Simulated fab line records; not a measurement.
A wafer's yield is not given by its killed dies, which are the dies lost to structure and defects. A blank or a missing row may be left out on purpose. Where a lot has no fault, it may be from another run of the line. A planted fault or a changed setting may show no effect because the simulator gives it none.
fab line records	flow nand-harc
record: lots: 7	wafers: 21	last-day: 23
route steps=1159 shown P_GATE@199 END@1159
lots with no fault: from the same line, run without faults
start-h: hours from the record's first day to the start of the lot's first wafer shown	wait-h: hours elapsed since this lot's preceding step	" same as the row above	L1.1+2: one row covering several wafers at once	- no value, or no start given	* or withheld: withheld	< > ~ a bound
route shown NAME@n: names a module that has steps shown in the file, with the first one's number in the route	usual: the fault-free wafers' mean and standard deviation	same: alike in all rows	chamber/n: place in a boat	sites: per-site readings	_std_site: how widely they spread, as a standard deviation	_edge_site: outer sites' mean less inner sites'	radius-mm: how far each site lies from the wafer's centre	mask NAME#n: copy n	behind: the most recent tool/chamber to have shaped the wafer	hold: reason for holding the lot/hours on hold/outcome of the hold	device: transistor that didn't switch, given as n, p or np	end of line: the same wafers' tests at the end of the route	for a step that has no rows: nothing shown but its recipe	killed: not the wafer's yield, but the dies lost to structure and defects at the first sort	map: dies across one wafer; x = killed, . = not, _ = none there
set.NAME: the setting the step ran with; set.NAME@STEP: the setting that earlier step ran with	model.NAME: the simulator's own value behind a step, which no gauge read
lots seen at some steps along the route; tables by step, rows by wafer
services: when a tool's chamber went out of use (start-h, in hours from the record's first day, below 0 if earlier), for how many hours, and the reason
== steps ==
step: NHARC_P_GATE_DEVELOP_90
recipe: time-s: 70
step: NHARC_P_GATE_CD_MEAS_91
recipe: target-cd-nm: 2000	landing-energy-ev: 500
usual: cd-nm: 2000.5/2.2
lot.wafer	tool	chamber	start-h	wait-h	cd-nm
L633.1	cd-sem-03	0	104.98	-	2001.9
L633.2	"	0	"	"	2005.0
L633.5	"	0	"	"	2002.3
L640.3	cd-sem-02	0	143.26	-	2003.4
L640.4	"	0	"	"	2000.9
L640.6	"	0	"	"	2001.4
L643.1	cd-sem-01	0	157.86	-	1996.3
L643.2	"	0	"	"	1999.0
L643.5	"	0	"	"	1997.9
L646.2	cd-sem-02	0	182.57	-	2002.2
L646.4	"	0	"	"	2000.7
L646.6	"	0	"	"	2004.3
L645.3	cd-sem-01	0	183.21	-	1999.7
L645.5	"	0	"	"	1999.6
L645.6	"	0	"	"	2000.5
L644.3	cd-sem-01	0	189.07	-	1998.7
L644.4	"	0	"	"	1995.5
L644.6	"	0	"	"	1997.6
L649.3	cd-sem-01	0	198.95	-	2001.5
L649.4	"	0	"	"	2001.0
L649.5	"	0	"	"	2000.4
step: NHARC_P_GATE_HARDBAKE_92
recipe: temp-c: 125	time-s: 80
step: NHARC_P_GATE_DESCUM_93
recipe: time-s: 3	o2-flow-sccm: 200	ar-flow-sccm: 0	bias-power-w: 0	chemistry: O2
usual: drypump-motor-current-A: 5.5/0.38	mfc-ar-sccm: 0.003/0.01	oes-product-au: 1.000/0.011	rf-vpp-V: 57.6/0.85	showerhead-plenum-p-Torr: 1.87/0.094	throttle-valve-pct: 11.310/0.0085
same: time-s: 3
lot.wafer	tool	chamber	start-h	wait-h	drypump-motor-current-A	mfc-ar-sccm	oes-product-au	rf-hours-counter-h	rf-vpp-V	showerhead-plenum-p-Torr	throttle-valve-pct
L633.1	rie-diel-11	3	105.14	-	5.2	0	1.022	17	58.2	1.79	11.300
L633.2	"	2	"	"	5.8	0	0.998	17	58.5	1.80	11.310
L633.5	"	2	"	"	5.9	0	1.004	-	56.5	1.80	11.316
L640.3	rie-diel-11	3	143.44	-	5.2	0	1.003	27	57.7	1.79	11.317
L640.4	"	0	"	"	5.2	0	1.001	23	58.1	1.99	11.307
L640.6	"	1	"	"	5.7	0	0.988	-	57.3	1.78	11.289
L643.2	rie-diel-09	3	158.05	-	5.4	0	0.991	23	57.7	1.95	11.305
L643.1	"	0	"	"	5.4	0	1.015	26	56.2	1.78	11.304
L643.5	"	2	"	"	6.4	0	1.003	-	59.5	1.99	11.328
L646.2	rie-diel-09	3	182.81	-	5.4	0	0.997	32	56.8	1.95	11.312
L646.4	"	1	"	"	5.0	0.041	0.988	40	56.8	1.84	11.304
L646.6	"	3	"	"	5.4	0	0.995	-	56.9	1.95	11.304
L645.3	rie-diel-11	2	183.41	-	5.9	0	0.995	-	58.3	1.79	11.311
L645.5	"	2	"	"	5.9	0	0.995	-	56.8	1.79	11.310
L645.6	"	0	"	"	5.2	0	1.010	-	57.7	1.99	11.312
L644.3	rie-diel-09	3	189.25	-	5.4	0	0.993	34	57.8	1.95	11.311
L644.4	"	0	"	"	5.4	0	1.019	40	56.0	1.77	11.310
L644.6	"	2	"	"	6.4	0	1.000	-	57.2	1.99	11.309
L649.3	rie-diel-11	3	199.12	-	5.2	0	0.986	0	57.2	1.78	11.323
L649.5	"	3	"	"	5.2	0	0.987	-	55.8	1.78	11.325
L649.4	"	0	"	"	5.2	0	1.003	-	58.3	1.99	11.311
step: NHARC_P_GATE_IMPLANT_94
recipe: energy-kev: 60	dose-cm2: 2e+15	tilt-deg: 7
step: NHARC_P_GATE_STRIP_113
recipe: power-w: 1500	temp-c: 110	time-s: 740	chemistry: N2/H2
usual: drypump-motor-current-A: 5.8/0.62	heater-power-w: 90/9	temp-c: 109.99/0.12
same: time-s: 740
lot.wafer	tool	chamber	start-h	wait-h	drypump-motor-current-A	heater-power-w	rf-hours-counter-h	temp-c
L633.2	plasma-asher-02	0	105.54	0.2	6.6	88	31	109.99
L633.1	"	1	"	"	5.0	81	31	110.17
L633.5	"	0	"	"	6.6	90	-	110.03
L640.4	plasma-asher-01	0	144.03	0.3	5.5	104	-	110.08
L640.3	"	1	"	"	6.1	86	-	110.31
L640.6	"	0	"	"	5.5	103	-	109.97
L643.2	plasma-asher-01	0	158.57	0.3	5.5	105	16	109.98
L643.1	"	1	"	"	6.1	86	16	109.84
L643.5	"	1	"	"	6.1	86	-	110.18
L646.2	plasma-asher-01	1	183.16	0.2	6.0	87	23	110.07
L646.4	"	0	"	"	5.6	104	-	110.01
L646.6	"	1	"	"	6.0	85	-	109.94
L645.3	plasma-asher-01	0	184.84	1.2	5.5	104	-	110.23
L645.6	"	1	"	"	6.0	88	-	110.11
L645.5	"	0	"	"	5.5	105	-	109.90
L644.3	plasma-asher-01	1	189.84	0.4	6.0	88	-	110.09
L644.4	"	0	"	"	5.6	104	-	109.89
L644.6	"	0	"	"	5.5	102	-	109.88
L649.3	plasma-asher-02	1	199.74	0.4	5.0	79	-	109.87
L649.4	"	0	"	"	6.6	87	-	110.01
L649.5	"	1	"	"	5.0	80	-	110.13
step: NHARC_P_GATE_STRIP_95
recipe: power-w: 1500	temp-c: 250	chemistry: O2
usual: drypump-motor-current-A: 5.8/0.62	heater-power-w: 335/34	temp-c: 249.96/0.19
lot.wafer	tool	chamber	start-h	wait-h	drypump-motor-current-A	heater-power-w	rf-hours-counter-h	temp-c
L633.2	plasma-asher-02	0	106.25	0.6	6.7	343	32	250.06
L633.1	"	1	"	"	4.9	299	32	250.28
L633.5	"	0	"	"	6.6	335	-	249.89
L640.4	plasma-asher-01	0	144.54	0.4	5.5	392	-	249.87
L640.3	"	1	"	"	6.0	329	-	250.01
L640.6	"	0	"	"	5.5	396	-	250.25
L643.2	plasma-asher-01	0	159.28	0.6	5.5	393	17	249.92
L643.1	"	1	"	"	6.1	331	17	249.85
L643.5	"	1	"	"	6.0	328	-	250.14
L646.2	plasma-asher-01	1	183.88	0.6	6.1	324	24	250.20
L646.4	"	0	"	"	5.5	392	-	250.12
L646.6	"	1	"	"	6.1	318	-	250.12
L645.3	plasma-asher-01	0	185.22	0.3	5.5	392	-	249.88
L645.6	"	1	"	"	6.1	324	-	250.01
L645.5	"	0	"	"	5.5	388	-	249.88
L644.3	plasma-asher-01	1	190.34	0.4	6.1	325	-	249.74
L644.4	"	0	"	"	5.5	393	-	249.86
L644.6	"	0	"	"	5.5	391	-	249.77
L649.3	plasma-asher-02	1	200.24	0.4	4.9	299	-	249.73
L649.4	"	0	"	"	6.6	313	-	249.67
L649.5	"	1	"	"	4.9	293	-	249.76
step: NHARC_P_GATE_STRIP_96
recipe: time-s: 900	temp-c: 130	chemistry: SPM
step: NHARC_P_GATE_RTA_64
recipe: temp-c: 1050	time-s: 1
step: NHARC_P_GATE_ETCH_77
recipe: target-depth-a: 60	chemistry: dHF	material: SiO2
step: NHARC_P_GATE_DEGAS_109
recipe: temp-c: 300	time-s: 60
step: NHARC_P_GATE_PRE_CLEAN_110
recipe: time-s: 30	bias-v: 200	gas: Ar
step: NHARC_P_GATE_SPUTTER_78
recipe: target-thk-a: 100	material: Ni
lot.wafer	tool	chamber	start-h	wait-h
L633.2+1+5	pvd-sputter-01	-	107.29	-
L640.3+4+6	pvd-sputter-03	-	145.50	-
L643.1+2+5	pvd-sputter-03	-	160.41	-
L646.4+2+6	pvd-sputter-02	-	184.98	-
L645.3+5+6	pvd-sputter-02	-	186.18	-
L644.3+4+6	pvd-sputter-03	-	191.45	-
L649.3+4+5	pvd-sputter-01	-	201.23	-
step: NHARC_P_GATE_SPUTTER_79
recipe: target-thk-a: 100	material: TiN
step: NHARC_P_GATE_RTA_80
recipe: temp-c: 300	time-s: 30
usual: lamp-power-pct: 2.14/0.22	lamp_zone_1_pct: 2.14/0.22	wafer_temp_C_max: 301.4/0.44
same: time-s: 30
lot.wafer	tool	chamber	start-h	wait-h	lamp-power-pct	lamp_zone_1_pct	wafer_temp_C_max
L633.1	rtp-anneal-01	0	107.47	-	2.36	2.36	302.4
L633.2	"	0	"	"	2.36	2.36	300.7
L633.5	"	0	"	"	2.36	2.36	301.5
L640.3	rtp-anneal-02	0	145.74	-	1.93	1.93	301.2
L640.4	"	0	"	"	1.93	1.93	300.8
L640.6	"	0	"	"	1.93	1.93	301.4
L643.1	rtp-anneal-02	0	160.61	-	1.93	1.93	301.4
L643.2	"	0	"	"	1.93	1.93	301.4
L643.5	"	0	"	"	1.93	1.93	301.2
L646.2	rtp-anneal-01	0	185.37	-	2.36	2.36	300.7
L646.4	"	0	"	"	2.36	2.36	301.5
L646.6	"	0	"	"	2.36	2.36	301.6
L645.3	rtp-anneal-02	0	186.47	-	1.93	1.93	300.9
L645.5	"	0	"	"	1.92	1.93	301.3
L645.6	"	0	"	"	1.93	1.93	301.0
L644.3	rtp-anneal-01	0	191.71	-	2.36	2.36	302.4
L644.4	"	0	"	"	2.36	2.36	301.8
L644.6	"	0	"	"	2.36	2.36	301.0
L649.3	rtp-anneal-01	0	201.48	-	2.36	2.36	301.4
L649.4	"	0	"	"	2.36	2.36	301.6
L649.5	"	0	"	"	2.36	2.36	301.3
step: NHARC_P_GATE_STRIP_67
recipe: time-s: 600	temp-c: 130	chemistry: SPM
step: NHARC_P_GATE_RTA_82
recipe: temp-c: 450	time-s: 30
usual: lamp-power-pct: 4.3/0.42	lamp_zone_1_pct: 4.3/0.42	wafer_temp_C_max: 452.0/0.46
same: time-s: 30
lot.wafer	tool	chamber	start-h	wait-h	lamp-power-pct	lamp_zone_1_pct	wafer_temp_C_max
L633.1	rtp-anneal-01	0	107.93	-	4.6	4.6	452.0
L633.2	"	0	"	"	4.6	4.7	451.8
L633.5	"	0	"	"	4.6	4.6	452.3
L640.3	rtp-anneal-01	0	146.20	-	4.6	4.6	452.0
L640.4	"	0	"	"	4.6	4.6	451.8
L640.6	"	0	"	"	4.6	4.6	451.9
L643.1	rtp-anneal-02	0	161.07	-	3.8	3.8	451.7
L643.2	"	0	"	"	3.8	3.8	451.6
L643.5	"	0	"	"	3.8	3.8	451.5
L646.2	rtp-anneal-02	0	185.97	-	3.8	3.8	451.7
L646.4	"	0	"	"	3.8	3.8	451.8
L646.6	"	0	"	"	3.8	3.8	451.5
L645.3	rtp-anneal-01	0	186.93	-	4.6	4.6	452.0
L645.5	"	0	"	"	4.6	4.6	452.0
L645.6	"	0	"	"	4.6	4.6	452.8
L644.3	rtp-anneal-02	0	192.22	-	3.8	3.8	451.7
L644.4	"	0	"	"	3.8	3.8	451.3
L644.6	"	0	"	"	3.8	3.8	451.7
L649.3	rtp-anneal-02	0	201.94	-	3.8	3.8	451.7
L649.4	"	0	"	"	3.8	3.8	452.6
L649.5	"	0	"	"	3.8	3.8	452.8
step: NHARC_P_GATE_INSPECT_68
usual: raw-defect-count: 188/66
lot.wafer	tool	chamber	start-h	wait-h	raw-defect-count
L633.1	defect-inspect-01	-	108.13	0.2	361
L633.2	"	-	"	"	469
L633.5	"	-	"	"	251
L640.3	defect-inspect-02	-	146.34	0.1	142
L640.4	"	-	"	"	127
L640.6	"	-	"	"	249
L643.1	defect-inspect-01	-	161.27	0.2	121
L643.2	"	-	"	"	116
L643.5	"	-	"	"	180
L646.2	defect-inspect-02	-	186.13	0.1	115
L646.4	"	-	"	"	114
L646.6	"	-	"	"	104
L645.3	defect-inspect-02	-	187.08	0.1	167
L645.5	"	-	"	"	156
L645.6	"	-	"	"	245
L644.3	defect-inspect-02	-	192.48	0.2	267
L644.4	"	-	"	"	185
L644.6	"	-	"	"	282
L649.3	defect-inspect-01	-	202.08	0.1	121
L649.4	"	-	"	"	82
L649.5	"	-	"	"	135
step: NHARC_END_SORT_01
recipe: temp-c: 25
usual: killed-at-array: 25/9.5	killed-at-other: 0.8/1.2	killed-at-periphery: 3.4/2.2	killed-dies: 29/10	killed-open: 3.3/1.8	killed-short: 2.1/1.4
same: gross-dies: 677
lot.wafer	tool	chamber	start-h	wait-h	hold	killed-at-array	killed-at-other	killed-at-periphery	killed-dies	killed-open	killed-short
L633.1	prober-02	0	449.49	2.6	-	23	0	3	26	2	4
L633.2	prober-02	0	450.29	2.9	-	22	0	2	24	5	2
L633.5	prober-02	0	452.70	3.7	-	14	0	6	20	4	2
L640.3	prober-02	0	487.47	3.1	-	34	0	8	42	1	3
L640.4	prober-02	0	488.26	3.4	-	35	0	6	41	4	3
L640.6	prober-02	0	489.86	4.0	-	31	0	3	34	2	1
L643.1	prober-02	0	503.23	2.5	await-dispo/3.2h/scrap	43	0	605	648	4	5
L643.2	prober-02	0	504.02	2.8	await-dispo/3.2h/scrap	30	0	621	651	4	2
L643.5	prober-02	0	506.41	3.7	await-dispo/3.2h/scrap	31	0	615	646	4	1
L646.2	prober-02	0	511.78	2.8	-	18	0	4	22	1	3
L646.4	prober-02	0	513.40	3.4	-	17	2	1	20	3	2
L646.6	prober-02	0	515.02	4.1	-	22	0	4	26	2	2
L645.3	prober-01	0	512.42	3.1	await-dispo/4.6h/scrap	29	0	610	639	2	1
L645.5	prober-01	0	514.02	3.7	await-dispo/4.6h/scrap	26	0	617	643	3	2
L645.6	prober-01	0	514.82	4.0	await-dispo/4.6h/scrap	22	0	612	634	0	4
L644.3	prober-02	0	536.95	3.1	await-dispo/2.4h/scrap	25	1	621	647	5	4
L644.4	prober-02	0	537.76	3.4	await-dispo/2.4h/scrap	24	5	615	644	1	3
L644.6	prober-02	0	539.38	4.0	await-dispo/2.4h/scrap	26	2	621	649	4	1
L649.3	prober-02	0	550.85	3.1	-	36	0	4	40	2	2
L649.4	prober-02	0	551.64	3.4	-	47	2	5	54	4	5
L649.5	prober-02	0	552.43	3.7	-	41	1	4	46	5	1
killed by level:class
L633.1 A_SLIT:chamber-film-flake=10 A_STAIRCASE:chamber-film-flake=4 A_CONTACT:chamber-film-flake=4 P_M0:geometric-particle:open=1 A_ONON_D1:geometric-particle:short=1 A_CHANNEL_HOLE_D1:geometric-particle:open=1 A_SGD_CUT:geometric-particle:short=1 A_M0:geometric-particle:short=1
L633.2 A_SLIT:chamber-film-flake=8 A_STAIRCASE:chamber-film-flake=5 A_WL_FILL:geometric-particle:open=2 A_CHANNEL_FILL_D1:chamber-film-flake=2 P_M1:geometric-particle:open=1 A_ONON_D1:geometric-particle:open=1 A_CHANNEL_FILL_D1:geometric-particle:short=1 A_WL_FILL:geometric-particle:short=1
L633.5 A_SLIT:chamber-film-flake=7 P_CONTACT:geometric-particle:open=2 A_CHANNEL_HOLE_D1:chamber-film-flake=2 A_CONTACT:chamber-film-flake=2 P_CONTACT:geometric-particle:short=1 P_M2:geometric-particle:open=1 A_CHANNEL_FILL_D1:geometric-particle:short=1 A_WL_FILL:geometric-particle:open=1
L640.3 A_SLIT:chamber-film-flake=14 A_CHANNEL_HOLE_D1:chamber-film-flake=11 A_CONTACT:chamber-film-flake=4 P_ZERO_WELL:chamber-film-flake=3 A_STAIRCASE:chamber-film-flake=2 P_GATE:geometric-particle:open=1 P_M1:geometric-particle:short=1 A_CHANNEL_FILL_D1:geometric-particle:short=1
L640.4 A_CHANNEL_HOLE_D1:chamber-film-flake=16 A_SLIT:chamber-film-flake=7 A_WL_FILL:geometric-particle:short=3 P_GATE:chamber-film-flake=2 A_SGD_CUT:chamber-film-flake=2 A_CONTACT:chamber-film-flake=2 P_GATE:geometric-particle:open=1 P_M0:geometric-particle:open=1
L640.6 A_SLIT:chamber-film-flake=13 A_CHANNEL_HOLE_D1:chamber-film-flake=10 A_SGD_CUT:chamber-film-flake=4 P_M2:geometric-particle:open=2 A_CONTACT:chamber-film-flake=2 A_CHANNEL_FILL_D1:geometric-particle:short=1 P_STI:chamber-film-flake=1 A_ZERO_WELL:chamber-film-flake=1
L643.1 P_GATE:area-sputter=600 A_SLIT:chamber-film-flake=16 A_CHANNEL_HOLE_D1:chamber-film-flake=13 A_CONTACT:chamber-film-flake=4 A_M0:geometric-particle:open=2 A_STAIRCASE:chamber-film-flake=2 P_GATE:geometric-particle:open=1 P_GATE:geometric-particle:short=1
L643.2 P_GATE:area-sputter=619 A_CHANNEL_HOLE_D1:chamber-film-flake=16 A_CONTACT:chamber-film-flake=5 A_SLIT:chamber-film-flake=4 A_WL_FILL:geometric-particle:open=3 P_M2:geometric-particle:open=1 A_STAIRCASE:geometric-particle:short=1 A_WL_FILL:geometric-particle:short=1
L643.5 P_GATE:area-sputter=612 A_CHANNEL_HOLE_D1:chamber-film-flake=20 A_SLIT:chamber-film-flake=4 A_CONTACT:chamber-film-flake=4 P_CONTACT:geometric-particle:open=1 P_M0:geometric-particle:open=1 P_M1:geometric-particle:open=1 A_ONON_D1:geometric-particle:open=1
L646.2 A_SLIT:chamber-film-flake=10 P_STI:chamber-film-flake=2 P_GATE:chamber-film-flake=2 A_CHANNEL_HOLE_D1:chamber-film-flake=2 A_CONTACT:chamber-film-flake=2 A_CHANNEL_HOLE_D1:geometric-particle:short=1 A_CHANNEL_FILL_D1:geometric-particle:open=1 A_CHANNEL_FILL_D1:geometric-particle:short=1
L645.3 P_GATE:area-sputter=610 A_CHANNEL_HOLE_D1:chamber-film-flake=16 A_WL_FILL:chamber-film-flake=5 A_STAIRCASE:chamber-film-flake=2 A_CONTACT:chamber-film-flake=2 A_CHANNEL_HOLE_D1:geometric-particle:short=1 A_CHANNEL_FILL_D1:geometric-particle:open=1 A_CONTACT:geometric-particle:open=1
L646.4 A_SLIT:chamber-film-flake=7 A_WL_FILL:geometric-particle:short=2 A_CONTACT:chamber-film-flake=2 HYBRID_BOND:latent=2 A_CHANNEL_FILL_D1:geometric-particle:open=1 A_WL_FILL:geometric-particle:open=1 A_M1:geometric-particle:open=1 P_STI:chamber-film-flake=1
L645.5 P_GATE:area-sputter=615 A_CHANNEL_HOLE_D1:chamber-film-flake=20 A_WL_FILL:chamber-film-flake=2 P_M0:geometric-particle:short=1 A_ONON_D1:geometric-particle:open=1 A_CHANNEL_FILL_D1:geometric-particle:short=1 A_CONTACT:geometric-particle:open=1 A_M0:geometric-particle:open=1
L645.6 P_GATE:area-sputter=612 A_CHANNEL_HOLE_D1:chamber-film-flake=16 A_ONON_D1:geometric-particle:short=2 A_M0:geometric-particle:short=1 A_M1:geometric-particle:short=1 A_STAIRCASE:chamber-film-flake=1 A_WL_FILL:chamber-film-flake=1
L646.6 A_SLIT:chamber-film-flake=13 P_M0:chamber-film-flake=2 A_CHANNEL_HOLE_D1:chamber-film-flake=2 A_STAIRCASE:chamber-film-flake=2 A_CONTACT:chamber-film-flake=2 P_M0:geometric-particle:open=1 A_ONON_D1:geometric-particle:short=1 A_CONTACT:geometric-particle:short=1
L644.3 P_GATE:area-sputter=616 A_CHANNEL_HOLE_D1:chamber-film-flake=5 A_SLIT:chamber-film-flake=4 A_WL_FILL:geometric-particle:short=3 A_WL_FILL:geometric-particle:open=3 P_M1:chamber-film-flake=3 A_STAIRCASE:chamber-film-flake=3 A_ZERO_WELL:chamber-film-flake=2
L644.4 P_GATE:area-sputter=608 A_SLIT:chamber-film-flake=12 THIN_TSV:chamber-film-flake=5 P_M1:chamber-film-flake=4 A_CHANNEL_HOLE_D1:chamber-film-flake=3 A_STAIRCASE:chamber-film-flake=3 P_CONTACT:geometric-particle:open=1 A_CHANNEL_HOLE_D1:geometric-particle:short=1
L644.6 P_GATE:area-sputter=619 A_SLIT:chamber-film-flake=17 A_CHANNEL_HOLE_D1:chamber-film-flake=3 THIN_TSV:chamber-film-flake=2 P_CONTACT:geometric-particle:open=1 A_CHANNEL_HOLE_D1:geometric-particle:open=1 A_WL_FILL:geometric-particle:open=1 A_CONTACT:geometric-particle:open=1
L649.3 A_CHANNEL_HOLE_D1:chamber-film-flake=17 A_SLIT:chamber-film-flake=13 A_CONTACT:chamber-film-flake=3 P_GATE:chamber-film-flake=2 P_CONTACT:geometric-particle:open=1 A_CHANNEL_FILL_D1:geometric-particle:short=1 A_WL_FILL:geometric-particle:short=1 A_CONTACT:geometric-particle:open=1
L649.4 A_CHANNEL_HOLE_D1:chamber-film-flake=23 A_SLIT:chamber-film-flake=7 A_CONTACT:chamber-film-flake=5 P_M2:chamber-film-flake=3 A_ONON_D1:geometric-particle:short=2 A_ONON_D1:geometric-particle:open=2 A_CHANNEL_FILL_D1:geometric-particle:short=2 A_STAIRCASE:chamber-film-flake=2
L649.5 A_CHANNEL_HOLE_D1:chamber-film-flake=22 A_SLIT:chamber-film-flake=8 A_CONTACT:chamber-film-flake=4 P_GATE:chamber-film-flake=2 P_M2:chamber-film-flake=2 A_ONON_D1:geometric-particle:open=1 A_CHANNEL_FILL_D1:geometric-particle:short=1 A_CHANNEL_FILL_D1:geometric-particle:open=1
map L643.2 (x killed, . not)
____________x____________
_________xxxxxxx_________
_______xxxxxxxxxxx_______
______xxxxxxxxxxxxx______
_____xxxxxxxxxxxxxxx_____
____xxxxxxxxxxxxxxxxx____
____xxxxxxxxxxxxxxxxx____
___xxxxxxxxxxxxxxxxxxx___
___xxxxxxxxxxxxxxxxxxx___
__xxxxxxxxxxxxxxxxxxxxx__
__xxxxxxxxxxxxxxxxxxxxx__
_xxxxxxxxxxxxx.xxxxxxxxx_
_xxxxxxxxxxx.xxxxxxxxxxx_
_xxxxxxxxxxxxxxxxxxxxxxx_
_xxxxxx.xxx.xxxx.xxxxxxx_
_xxxxxxxxxxxxx.xxxxxxxxx_
xxxxxxxxxx.xxxxxxxxxxxxxx
xxxxxxxxxx.xxx.xxxxxxxxxx
xxxxxxxx.xxxx.xxxxxxxxxxx
xxxxxxxxxxx..xxxxxxxxxxxx
xxxxxxxx..x..xxxxxxxxxxxx
_xxxxxxxxxxxxxxxxxxxxxxx_
_xxxxxxxxxxx.xxxxxxxxxxx_
_xxxxxxxxxxxxxxxxxxxxxxx_
_xxxxxxxxxxxxxxxxxxx.xxx_
_xxxxxxxxx.xx..xxxxxxxxx_
__xxxxxxxxxxxx..xxxxxxx__
__xxxxxxxxx.xxxxxxxxxxx__
___xxxxxxx.xxxxxxxxxxx___
___xxxxxxxxxxxxxxxxxxx___
____xxxxxxxxxxxxxxxxx____
____xxxxxxxxxxxxxxxxx____
_____xxxxxxxxxxxxxxx_____
______xxxxxxxxxxxxx______
_______xxxxxxxxxxx_______
_________xxxxxxx_________
____________x____________
map L644.6 (x killed, . not)
____________x____________
_________...xxx._________
_______xx.x.xxxxxx_______
______.xx.xx.xxxxxx______
_____..xxxxxxxx.xxxx_____
____xxx.xxxxxx.xxxxx.____
____xxxxxxxxxxx.xxxxx____
___xx.xxxx.xxxxx..xx.x___
___xxxxxxxxxxxxxxxxxxx___
__xxx.xxxxxxxxxxxxxx.xx__
__xxxxxxxxxxxxxxxxxxx.x__
_xx.xxxxxxxxxxxxxxxxxxxx_
_.xxxxxxxxxxxxxxxxxxxxxx_
_xx.xxxxxxxxxxxxxxxxxxxx_
_xxxxxxxxxxxxxxxxxxxxxxx_
_xxx.xxxxxxxxxxxxxxxxxxx_
xxxxxxxxxxxxxxxxxxxxxxxxx
xxxxxxxxxxxxxxxxxxxxxxxxx
xxxxxxxxxxxxxxxxxxxxxxxxx
xxxxxxxxxxxxxxxxxxxxxxxxx
xxxxxxxxxxxxxxxxxxxxxxxxx
_xxxxxxxxxxxxxxxxxxxxxxx_
_xxxxxxxxxxxxxxxxxxxxxxx_
_xxxxxxxxxxxxxxxxxxxxxxx_
_xxxxxxxxxxxxxxxxxxxxxxx_
_xxxxxxxxxxxxxxxxxxxxxxx_
__xxxxxxxxxxxxxxxxxxxxx__
__xxxxxxxxxxxxxxxxxxxxx__
___xxxxxxxxxxxxxxxxxxx___
___xxxxxxxxxxxxxxxxxxx___
____xxxxxxxxxxxxxxxxx____
____xxxxxxxxxxxxxxxxx____
_____xxxxxxxxxxxxxxx_____
______xxxxxxxxxxxxx______
_______xxxxxxxxxxx_______
_________xxxxxxx_________
____________x____________
== services ==
tool	chamber	start-h	hours	kind
rie-diel-11	0	91.15	2.8	repair
rie-diel-11	0	95.01	-	clean
rie-diel-11	1	95.01	-	clean
rie-diel-11	2	95.01	-	clean
rie-diel-11	3	95.01	-	clean
plasma-asher-01	-	99.74	9.0	pm
plasma-asher-01	0	99.74	9.0	vent-cycle
plasma-asher-01	1	99.74	9.0	vent-cycle
pvd-sputter-03	-	102.00	10.0	pm
plasma-asher-01	0	108.74	-	clean
plasma-asher-01	1	108.74	-	clean
rie-diel-11	0	119.57	-	clean
rie-diel-11	1	119.57	-	clean
rie-diel-11	2	119.57	-	clean
rie-diel-11	3	119.57	-	clean
rie-diel-11	-	122.58	0.6	repair
rie-diel-09	2	136.93	8.3	repair
rie-diel-09	3	144.69	6.2	repair
pvd-sputter-01	-	158.02	10.0	pm
rie-diel-11	1	160.96	54.7	repair
rie-diel-11	3	180.19	3.9	repair
plasma-asher-02	-	183.00	9.0	pm
rie-diel-11	-	189.50	9.0	pm
rie-diel-11	3	200.19	10.1	repair
== key ==
first-sign: step: NHARC_END_SORT_01	reading: killed-at-periphery	direction: up	sigmas: 99+	usual: 3.4	struck: 615.2
effect: step: NHARC_END_SORT_01	reading: killed-dies	direction: up	sigmas: 60	usual: 29	struck: 645
more-kills-born-at: NHARC_P_GATE_SPUTTER_78@pvd-sputter-03: 3674	NHARC_P_GATE_SPUTTER_78@pvd-sputter-02: 1837
met-at NHARC_P_GATE_SPUTTER_78
struck-wafers L643.1,L643.2,L643.5,L644.3,L644.4,L644.6,L645.3,L645.5,L645.6
later-rows-left-out L643.1,L643.2,L643.5,L644.3,L644.4,L644.6,L645.3,L645.5,L645.6
tester-left-out L643,L644,L645
onset-between 145.50 160.41
fault: kind: skipped-step-whole	tool: pvd-sputter-02,pvd-sputter-03	chamber: -	onset-h: 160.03	steps: NHARC_P_GATE_SPUTTER_78	scope: struck-lots-only
tester-left-out: of these lots the tester's yield and bins aren't shown, on N5 and GAA mostly nor the transistor test; their killed dies are dies lost to structure and defects alone, not to doping, threshold or leakage, so they don't give the yield
later-rows-left-out: the simulator's readings of these wafers behind a module that went badly wrong aren't trusted and aren't shown, but for the sort
